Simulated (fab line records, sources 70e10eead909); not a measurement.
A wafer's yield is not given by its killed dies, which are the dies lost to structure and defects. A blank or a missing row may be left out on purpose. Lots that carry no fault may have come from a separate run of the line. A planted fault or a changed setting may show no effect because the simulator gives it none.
Chamber matching -- flow nand_harc -- 4 sister chambers for NHARC_P_STI_CMP_21 on cmp-03
The step polishes, t overpolish 20 s, target thk 380.67 nm. 16 wafers are shown with their chamber, then 8 later ones without.

## WAFERS, EACH WITH ITS CHAMBER
wafer,chamber,motor_current_A (A),overpolish_run_s (s)
L808.2,3,11.6,19.995
L808.4,0,12.7,19.993
L808.5,0,12.7,20.003
L810.2,3,12.0,20.004
L810.5,1,11.9,19.988
L810.6,0,14.2,19.994
L812.2,0,13.0,19.990
L812.3,1,12.1,19.982
L812.5,1,12.2,20.001
L813.2,2,12.4,19.991
L813.4,3,11.8,20.001
L813.5,2,12.2,20.009
L814.2,2,13.1,20.001
L814.5,2,13.6,20.003
L814.6,3,11.6,19.991
L816.1,0,13.2,19.997

SIGNATURES (averages over the wafers above)
reading,chamber 0,chamber 1,chamber 2,chamber 3,scatter within a chamber
motor_current_A,13.160,12.067,12.825,11.750,0.495
overpolish_run_s,19.99540,19.99033,20.00100,19.99775,0.00681
Rule: for each reading, subtract the chamber's mean from the wafer's reading, divide by that reading's scatter and square the result; add these up over the readings and take the root, which gives the wafer's distance from the chamber. If the next closest chamber is less than 2 further off than the closest, the wafer can't be placed; otherwise it belongs to the closest. The scatter: the root of (the sum of the squares of (reading less its chamber's mean) over the shown wafers, divided by (wafers less chambers)).

## WAFERS WHOSE CHAMBER IS MISSING
wafer,motor_current_A (A),overpolish_run_s (s)
L816.3,12.2,20.008
L816.6,12.4,20.008
L821.1,13.0,20.006
L821.2,11.8,19.999
L821.5,11.5,19.999
L822.1,11.8,19.984
L822.3,13.1,20.005
L822.4,13.3,20.003

## CHAMBER TAKEN BY EACH
wafer,from the rows above,in truth
L816.3,can't be placed: 2 or 3 or 1 or 0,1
L816.6,can't be placed: 2 or 3 or 0 or 1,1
L821.1,can't be placed: 2 or 0 or 3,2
L821.2,can't be placed: 3 or 1 or 2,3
L821.5,can't be placed: 3 or 1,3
L822.1,can't be placed: 1 or 3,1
L822.3,can't be placed: 2 or 0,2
L822.4,can't be placed: 2 or 0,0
Placed correctly: 0 of 8. Unplaceable from these rows: 8, with the true chamber sitting among the candidates in 8. 0 placed wrongly.
